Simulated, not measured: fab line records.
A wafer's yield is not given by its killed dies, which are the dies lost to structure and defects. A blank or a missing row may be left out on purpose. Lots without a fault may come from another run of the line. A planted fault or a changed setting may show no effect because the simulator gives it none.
Chamber matching | flow nandHarc | 4 sister chambers for NHARC_A_BLC_ALD_23 on aldMetal-02
The step deposits TiN, target thk 3 nm, pulse time 1 s, ald cycles 150. 18 wafers are shown with their chamber, then 9 later ones without.

WAFERS WITH THEIR CHAMBER
wafer  | chamber | heaterPowerW (W) | precursorPulseHeightRel
L077.1 | 3       | 1175             | 0.952
L077.5 | 2       | 975              | 1.002
L077.6 | 3       | 1161             | 0.982
L074.1 | 0       | 939              | 1.030
L074.3 | 3       | 1139             | 1.015
L074.4 | 1       | 1104             | 0.964
L078.1 | 0       | 972              | 1.058
L078.4 | 2       | 999              | 1.006
L078.5 | 2       | 983              | 0.993
L079.1 | 1       | 1113             | 0.986
L079.3 | 3       | 1167             | 1.006
L079.5 | 1       | 1138             | 1.033
L081.1 | 1       | 1119             | 0.986
L081.2 | 3       | 1149             | 1.007
L081.4 | 2       | 989              | 1.011
L085.2 | 1       | 1130             | 0.988
L085.3 | 3       | 1235             | 0.997
L085.6 | 3       | 1192             | 0.975

SIGNATURES (averages over the wafers above)
reading                 | chamber 0 | chamber 1 | chamber 2 | chamber 3 | scatter within a chamber
heaterPowerW            | 955.50    | 1120.80   | 986.50    | 1174.00   | 23.4
precursorPulseHeightRel | 1.04400   | 0.99140   | 1.00300   | 0.99057   | 0.0208
Rule: a wafer lies at a distance from a chamber equal to the root of the sum of squares, over the readings, of (its reading less the chamber's mean, divided by the reading's scatter). The wafer belongs to the nearest chamber; if the next one is less than 2 further off, it can't be placed. The scatter: the root of (the sum of the squares of (reading less its chamber's mean) over the shown wafers, divided by (wafers less chambers)).

WAFERS WITHOUT THEIR CHAMBER
wafer  | heaterPowerW (W) | precursorPulseHeightRel
L092.2 | 996              | 0.989
L092.5 | 933              | 0.979
L092.6 | 1121             | 0.981
L094.2 | 991              | 0.985
L094.3 | 1193             | 0.979
L094.4 | 1127             | 1.021
L097.2 | 1157             | 0.992
L097.5 | 1141             | 1.003
L097.6 | 960              | 0.988

WHICH CHAMBER EACH WENT THROUGH
wafer  | from the rows above     | in truth
L092.2 | 2                       | 2
L092.5 | can't be placed: 2 or 0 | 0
L092.6 | can't be placed: 1 or 3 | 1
L094.2 | 2                       | 2
L094.3 | 3                       | 3
L094.4 | can't be placed: 1 or 3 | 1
L097.2 | can't be placed: 3 or 1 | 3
L097.5 | can't be placed: 1 or 3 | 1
L097.6 | can't be placed: 2 or 0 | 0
Placed correctly: 3 of 9. Can't be placed from these rows: 6 (the true chamber is among the candidates in 6). 0 placed wrongly.
